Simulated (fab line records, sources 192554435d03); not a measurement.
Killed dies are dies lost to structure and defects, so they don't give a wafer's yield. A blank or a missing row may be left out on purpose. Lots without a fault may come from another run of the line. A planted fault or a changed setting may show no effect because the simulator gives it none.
Split-lot experiment | flow n5_finfet | 7 lots, 21 wafers read, on a route of 1938 steps

THE SPLIT
At N5_BEOL_M0_SAQP_SPACER1_ALD_98 (deposits SiO2, target thk 12.8 nm, pulse time 1 s, purge time 2 s), the setting ald_cycles was moved away from the recipe's 138 on 6 of the 21 wafers read, by -12.3% to +11.6%. The other wafers ran this setting at the recipe's value.

FROM THE SPLIT TO THE READING: what the file shows between them, 2 steps
- N5_BEOL_M0_SAQP_SPACER1_ETCHBACK_99: etches SiO2 in CHF3/O2, target depth 15.4 nm, time 7.7 s
- N5_BEOL_M0_SAQP_MANDREL1_REMOVE_100: chemistry HBr/Cl2/O2, target a-Si, stops on SiNx, bt time 10 s

THE READING
cd_nm, in nm, at N5_BEOL_M0_SAQP_CD_MEAS_25 (target cd 13.1 nm). Fault-free wafers of this fab line usually give 12.85 nm, standard deviation 0.21 nm.

wafer  | tool, chamber at the split | ald_cycles as run | against the recipe | cd_nm, nm | against lot-mates on the recipe
L075.2 | ald_sin-01, 1              | 124               | -10.1%             | 11.96     | -0.95
L075.3 | ald_sin-01, 2,0            | 138               | recipe             | 12.80     | -
L075.5 | ald_sin-01, 2,0            | 138               | recipe             | 13.01     | -
L077.1 | ald_sin-01, 2,0            | 138               | recipe             | 12.88     | -
L077.2 | ald_sin-01, 2,0            | 138               | recipe             | 12.70     | -
L077.3 | ald_sin-01, 1              | 145               | +5.1%              | 13.16     | +0.37
L081.3 | ald_sin-04, 1,0,3          | 138               | recipe             | 13.02     | -
L081.5 | ald_sin-04, 1,0,3          | 138               | recipe             | 12.62     | -
L081.6 | ald_sin-04, 1,0,3          | 138               | recipe             | 12.96     | -
L085.1 | ald_sin-01, 1              | 138               | recipe             | 12.80     | -
L085.3 | ald_sin-01, 3,0            | 121               | -12.3%             | 10.66     | -2.14
L085.4 | ald_sin-01, 3,0            | 121               | -12.3%             | 11.09     | -1.71
L090.2 | ald_sin-03, 3,0,2          | 138               | recipe             | 12.68     | -
L090.4 | ald_sin-03, 3,0,2          | 138               | recipe             | 12.75     | -
L090.6 | ald_sin-03, 3,0,2          | 138               | recipe             | 12.44     | -
L092.1 | ald_sin-01, 2,1            | 138               | recipe             | 12.96     | -
L092.4 | ald_sin-01, 3              | 138               | recipe             | 12.53     | -
L092.6 | ald_sin-01, 2,1            | 138               | recipe             | 12.73     | -
L097.1 | ald_sin-03, 3,1            | 154               | +11.6%             | 14.37     | +1.86
L097.2 | ald_sin-03, 0              | 138               | recipe             | 12.51     | -
L097.3 | ald_sin-03, 3,1            | 154               | +11.6%             | 14.52     | +2.01
Where a row lists several chambers, the file gives one row for several wafers and doesn't say which wafer went through which chamber.

THE FIT
A straight line over all 21 wafers: cd_nm changes by +0.136 nm for each +1% of ald_cycles; r = +0.96; the points scatter about the line by 0.24 nm.
The same after taking each lot's own level away (the mean of its wafers on the recipe; 21 wafers): +0.148 nm for each +1%; r = +0.97; scatter 0.22 nm.
On that fit, the largest move of ald_cycles shifts the reading by 1.8 nm.
The lots' own levels span 12.510 to 12.905 nm, that is 1.9 times the standard deviation above.
So the lot-to-lot level changes the slope little: the two slopes agree.
Check: with one of the wafers moved furthest among these (-12.3%) left out of the fit, the line predicts -1.69 nm for it against its lot-mates. It came out at -2.14 nm against them.

OTHER SPLITS ON THESE WAFERS
These wafers also went through other splits before the reading. Each is held against what the fit with the lots' levels taken away leaves over:
other split on the same wafers         | wafers away from the commonest value | r with cd_nm (lot level and that fit taken away)
N5_GATE_CUT_DESCUM_18 time_s           | 6                                    | -0.11
N5_MOL_CONTACT_COAG_EXPOSE_37 dose_mj  | 9                                    | -0.24
N5_MOL_CONTACT_COAG_ALD_133 ald_cycles | 9                                    | +0.14

THE WHOLE CHAIN: every reading that the file lists as answering this split, in the file's order
step                                | what it does                                                      | reading                                                                                     | change (the file's fit)               | r (the file's)
N5_BEOL_M0_SAQP_SPACER1_ALD_98      | deposits SiO2, target thk 12.8 nm, pulse time 1 s, purge time 2 s | SiO2_of_BEOL_M0_SAQP_SPACER1_ALD_98.thk_nm (the simulator's own value, which no gauge read) | +0.128 nm for each +1% of the setting | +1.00
N5_BEOL_M0_SAQP_MANDREL1_REMOVE_100 | chemistry HBr/Cl2/O2, target a-Si, stops on SiNx, bt time 10 s    | BEOL_M0_SAQP.cd_nm (the simulator's own value, which no gauge read)                         | +0.127 nm for each +1% of the setting | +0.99
N5_BEOL_M0_SAQP_CD_MEAS_25          | target cd 13.1 nm                                                 | cd_nm                                                                                       | +0.139 nm for each +1% of the setting | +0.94

THE FILE'S OWN FIT
cd_nm changes by +0.139 nm for each +1% of ald_cycles, r = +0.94.
